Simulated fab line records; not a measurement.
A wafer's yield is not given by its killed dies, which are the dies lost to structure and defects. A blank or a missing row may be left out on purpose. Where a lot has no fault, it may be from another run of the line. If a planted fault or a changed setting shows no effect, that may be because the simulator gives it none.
Problem report, 8D (eight disciplines) form, completed by code	flow n5-finfet	the parts of the form that need people (team, actions taken, sign-off) are left out

== 1. PROBLEM STATEMENT ==
At N5_BEOL_M7_INSPECT_13, raw-defect-count averages 1098 over 9 wafers from 3 lots, while fault-free wafers read 412, standard deviation 94. That puts it +7.3 standard deviations away from the usual mean.
The step: inspects for defects (brightfield).
Earliest sighting: wafer L172.2 on defect-inspect-01 at day 10 17:34. At this step, 15 wafers from 5 lots have a number in the record. Rule for "out", or "out of limits": more than 4 standard deviations from the usual mean. Any other wafer with a number is counted as sound.

== 2. WHAT IT IS, WHAT IT ISN'T ==
question	is	is not
which readings at this step	raw-defect-count	-
which lots	L172, L173, L176	L167, L181
which wafers of those lots	all that have a number	-
read on which gauges	defect-inspect-01, defect-inspect-02	-
when	from day 10 17:34	up to then (3 sound wafers); but 3 sound wafers of L181 came after

== 3. THE SUSPECTS, EACH WITH WHAT RULES IT OUT ==
Counting: a tool at a process step up to the reading stays a suspect if it ran every lot that is out and no sound lot after the first of them.
- the gauge at N5_BEOL_M7_INSPECT_13 has been ruled out. Those wafers that are out were read across 2 gauges (defect-inspect-01, defect-inspect-02).
- pecvd-01 at N5_BEOL_M7_PECVD_70 (deposits SiO2 from TEOS/O2, target thk 20 nm, time 22.7 s): kept. Every lot that is out went through it, starting with L172 (day 10 15:40), and after that it ran no sound lot; the last sound lot it ran before then is L167 (day 9 02:29).
Left after counting: pecvd-01 at N5_BEOL_M7_PECVD_70.

== 4. THE CAUSE (what the simulator had put in) ==
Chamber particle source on pecvd-01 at N5_BEOL_M7_PECVD_70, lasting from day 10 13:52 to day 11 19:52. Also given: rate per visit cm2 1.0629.
Counting left only this tool.

== 5. SEQUENCE OF EFFECTS, ordered by route ==
Each row: a reading whose mean over the struck wafers that have a number lies more than 3 standard deviations from the usual. Only readings whose record carries a usual standard deviation are examined. hours: median over the lots of the time between each lot's start at the first step of this table that gives one and its start at this step. sigmas: the change, counted in usual standard deviations.
hours	step	reading	usual	on struck wafers	change	sigmas
0	N5_BEOL_M7_INSPECT_13	raw-defect-count	412	1098	+686	+7.3
79	N5_PASSIVATION_PROBE_49	defect-limited-yield	91.1 %	82.3	-8.8	-6.8
79	N5_PASSIVATION_PROBE_49	killed_at_M4_up	14	127	+113	+26
79	N5_PASSIVATION_PROBE_49	killed-dies	105	209	+104	+6.9
79	N5_PASSIVATION_PROBE_49	killed-on-rim	14	25	+11	+3.1
79	N5_PASSIVATION_PROBE_49	sort_bin_5_function	5.3 %	10.9	+5.6	+7.3
79	N5_PASSIVATION_PROBE_49	sort-n-pass	1075	971	-104	-6.9
79	N5_PASSIVATION_PROBE_49	sort-yield-pct	91.1 %	82.3	-8.8	-6.8
Process steps it contains:
- N5_PASSIVATION_PROBE_49

== 6. HOW IT WOULD HAVE BEEN CAUGHT EARLIER ==
4 hours passed between the start of the fault at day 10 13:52 and the first reading out of limits at a measuring or inspecting step in this record, taken at day 10 17:34.
Of the tool readings at N5_BEOL_M7_PECVD_70 for which the record gives a usual standard deviation, none was out on any struck wafer, so an alarm limit of 4 standard deviations on them would not have fired.
Lots out: 3; of these, L173, L176 started N5_BEOL_M7_PECVD_70 on pecvd-01 after day 10 17:34. A hold on the tool at that time would have spared those 2.
